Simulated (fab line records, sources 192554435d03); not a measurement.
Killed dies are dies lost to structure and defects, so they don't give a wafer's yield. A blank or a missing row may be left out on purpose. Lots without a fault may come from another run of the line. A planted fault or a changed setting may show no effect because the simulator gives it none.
A struck lot beside a sound one | flow n5_finfet | 19 steps out of a route of 1938
Sound: wafers L396.3, L396.5, L396.6. Struck: wafer L407.3. (L407.1 of the same lot was not struck and is left out.) The cause comes at the end.
At each step with rows: each side's tool, then ch and its chambers, then its first start. Under that, the readings that differ: sound wafers | struck wafers | difference of the means | sigmas: that difference in standard deviations of wafers without a fault.
alike: readings whose means differ by less than 2 such deviations, and words and numbers that are the same on both sides. not compared: withheld readings, readings that some wafer has no value for, bounds like >300 that may hide the same value, and numbers for which the record gives no deviation and whose values overlap.
The two part at a step that has a row with sigmas, a row that says differs or no value, or rows on one side only. Numbers that don't overlap but have no deviation are shown without sigmas and don't part them. A reading that every wafer of one side lacks parts them only if that side has two wafers or more.

N5_START_INSPECT_01: inspects for defects (unpatterned scan).
  sound on defect_inspect-02, day 3 00:02; struck on defect_inspect-02, day 5 18:02
  alike: raw_defect_count
then, 2 steps without rows for these wafers: N5_ZERO_LAYER_PRECLEAN_00 (cleans in SPM, time 600 s); N5_ZERO_LAYER_SRD_01 (time 30 s, dry time 30 s).
N5_ZERO_LAYER_PECVD_02: deposits SiO2 from SiH4/N2O, target thk 10 nm, time 6 s.
  sound on pecvd-01 ch 0,2, day 3 00:17; struck on pecvd-04 ch 0, day 5 18:17
  alike: heater_power_w, showerhead_plenum_p_Torr
then, 4 steps without rows for these wafers: N5_ZERO_LAYER_HMDS_04 (time 60 s); N5_ZERO_LAYER_COAT_05 (resist thk 1000 nm); N5_ZERO_LAYER_EBR_07; N5_ZERO_LAYER_SOFTBAKE_06 (time 90 s).
N5_ZERO_LAYER_EXPOSE_08: exposes mask ZERO, defocus 0 nm, target cd 2000 nm.
  sound on krf_scanner-01 ch 0, day 3 00:29; struck on krf_scanner-01 ch 0, day 5 18:35
  alike: mask
then, 3 steps without rows for these wafers: N5_ZERO_LAYER_PEB_09; N5_ZERO_LAYER_DEVELOP_10 (develop time 60 s); N5_ZERO_LAYER_HARDBAKE_23 (time 120 s).
N5_ZERO_LAYER_CD_MEAS_11: target cd 2000 nm.
  sound on cd_sem-01 ch 0, day 3 00:39; struck on cd_sem-02 ch 0, day 5 18:46
  reading    | sound                | struck | difference | sigmas
  cd_nm (nm) | 2000.6 1996.2 1998.3 | 2017.3 | +18.9      | +7
N5_ZERO_LAYER_DESCUM_16: chemistry O2, time 7.9 s.
  sound on rie_diel-05 ch 0,3, day 3 00:41; struck on rie_diel-02 ch 2, day 5 18:48
  reading                     | sound          | struck | difference | sigmas
  model.ZERO_LAYER.cd_nm (nm) | 2001 1997 1998 | 2017   | +18        |
  alike: drypump_motor_current_A, oes_product_au, rf_vpp_V, showerhead_plenum_p_Torr, throttle_valve_pct
  not compared: rf_hours_counter_h
N5_ZERO_LAYER_ETCH_17: etches SiO2 in CF4, target depth 12 nm, time 13.3 s.
  sound on rie_diel-05 ch 0,3, day 3 00:43; struck on rie_diel-02 ch 2, day 5 18:50
  alike: drypump_motor_current_A, oes_product_au, rf_vpp_V, showerhead_plenum_p_Torr, throttle_valve_pct
  not compared: rf_hours_counter_h
N5_ZERO_LAYER_ETCH_18: etches Si in HBr/Cl2, target depth 120 nm, time 40 s.
  sound on rie_si-01 ch 0,1, day 3 00:47; struck on rie_si-01 ch 0, day 5 18:55
  reading                     | sound          | struck | difference | sigmas
  model.ZERO_LAYER.cd_nm (nm) | 2001 1997 1998 | 2017   | +18        |
  alike: drypump_motor_current_A, oes_product_au, throttle_valve_pct
  not compared: rf_hours_counter_h
N5_ZERO_LAYER_STRIP_24: strips in O2.
  sound on plasma_asher-02 ch 0,1, day 3 00:55; struck on plasma_asher-01 ch 1, day 5 19:01
  reading                     | sound       | struck | difference | sigmas
  drypump_motor_current_A (A) | 5.2 5.9 5.2 | 6.4    | +1.0       | +2
  alike: heater_power_w, oes_product_au, strip_time_to_endpoint_s
  not compared: rf_hours_counter_h
-- the record jumps here: 9 days lie between the struck wafers' starts before and after (it left off in module ZERO_LAYER and takes up again in module BEOL_M4, whose first step shown is number 1111 of the route) --
N5_BEOL_M4_RC_MEAS_101:
  sound on prober-01 ch 0, day 11 01:32; struck on prober-01 ch 0, day 14 10:40
  alike: DIBL_N, DIBL_P, IOFF_N, IOFF_P, ION_N, ION_P, SS_N, SS_P, VT_N, VT_P
N5_PASSIVATION_PROBE_49:
  the record has rows for the sound wafers here (prober-02, day 15 11:41) and none for the struck ones

WHERE THEY PART
First at N5_ZERO_LAYER_CD_MEAS_11; last, within this record, at N5_PASSIVATION_PROBE_49.

WHY: what the simulator had put in
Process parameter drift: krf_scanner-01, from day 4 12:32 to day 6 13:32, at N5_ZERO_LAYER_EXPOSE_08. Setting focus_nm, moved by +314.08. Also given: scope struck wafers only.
